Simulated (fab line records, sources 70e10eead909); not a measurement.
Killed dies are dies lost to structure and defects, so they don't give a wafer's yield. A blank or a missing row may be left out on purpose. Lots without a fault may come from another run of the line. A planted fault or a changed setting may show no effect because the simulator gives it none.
Chamber matching | flow nand_harc | NHARC_A_CHANNEL_HOLE_D1_DESCUM_15 on rie_diel-06: 4 sister chambers
The step chemistry O2, time 3 s. 18 wafers are shown with their chamber, then 9 later ones without.

WAFERS WITH THEIR CHAMBER
wafer  | chamber | drypump_motor_current_A (A) | rf_vpp_V (V) | oes_product_au (a.u.)
L074.2 | 0       | 5.0                         | 56.9         | 0.996
L074.5 | 3       | 5.9                         | 58.0         | 0.996
L074.6 | 2       | 5.7                         | 57.7         | 0.997
L078.1 | 3       | 5.9                         | 56.9         | 1.004
L078.5 | 3       | 5.9                         | 57.7         | 0.997
L078.6 | 2       | 5.8                         | 58.8         | 1.002
L079.1 | 2       | 5.8                         | 57.9         | 1.009
L079.2 | 3       | 5.9                         | 58.5         | 1.002
L079.4 | 3       | 5.9                         | 59.4         | 0.999
L081.1 | 1       | 5.2                         | 57.7         | 0.987
L081.4 | 2       | 5.8                         | 58.0         | 1.010
L081.6 | 3       | 5.9                         | 58.7         | 1.009
L083.1 | 3       | 5.9                         | 58.4         | 1.003
L083.2 | 0       | 4.9                         | 57.5         | 0.993
L083.5 | 0       | 5.0                         | 55.4         | 0.996
L089.1 | 0       | 4.9                         | 57.4         | 0.999
L089.2 | 1       | 5.2                         | 56.8         | 1.019
L089.5 | 3       | 5.9                         | 58.1         | 1.000

SIGNATURES (means of the wafers above)
reading                 | chamber 0 | chamber 1 | chamber 2 | chamber 3 | scatter within a chamber
drypump_motor_current_A | 4.950     | 5.200     | 5.775     | 5.900     | 0.0354
rf_vpp_V                | 56.800    | 57.250    | 58.100    | 58.212    | 0.743
oes_product_au          | 0.99600   | 1.00300   | 1.00450   | 1.00125   | 0.0074
Rule: a wafer's distance from a chamber is the root of the sum, over the readings, of the square of ((its reading less the chamber's mean) divided by the reading's scatter). The wafer belongs to the nearest chamber; if the next one is less than 2 further off, it can't be placed. The scatter: the root of (the sum of the squares of (reading less its chamber's mean) over the shown wafers, divided by (wafers less chambers)).

WAFERS WITHOUT THEIR CHAMBER
wafer  | drypump_motor_current_A (A) | rf_vpp_V (V) | oes_product_au (a.u.)
L094.1 | 5.9                         | 59.4         | 0.998
L094.3 | 5.2                         | 58.9         | 1.021
L094.4 | 5.2                         | 57.8         | 1.014
L096.2 | 5.9                         | 58.0         | 1.000
L096.4 | 6.0                         | 58.1         | 0.990
L096.6 | 5.0                         | 57.8         | 0.991
L097.1 | 5.9                         | 57.8         | 1.000
L097.3 | 5.2                         | 56.2         | 1.010
L097.5 | 5.2                         | 57.8         | 1.029

WHICH CHAMBER EACH WENT THROUGH
wafer  | from the rows above | in truth
L094.1 | 3                   | 3
L094.3 | 1                   | 1
L094.4 | 1                   | 1
L096.2 | 3                   | 3
L096.4 | 3                   | 3
L096.6 | 0                   | 0
L097.1 | 3                   | 3
L097.3 | 1                   | 1
L097.5 | 1                   | 1
Placed correctly: 9 of 9. Can't be placed from these rows: 0. Placed wrongly: 0.
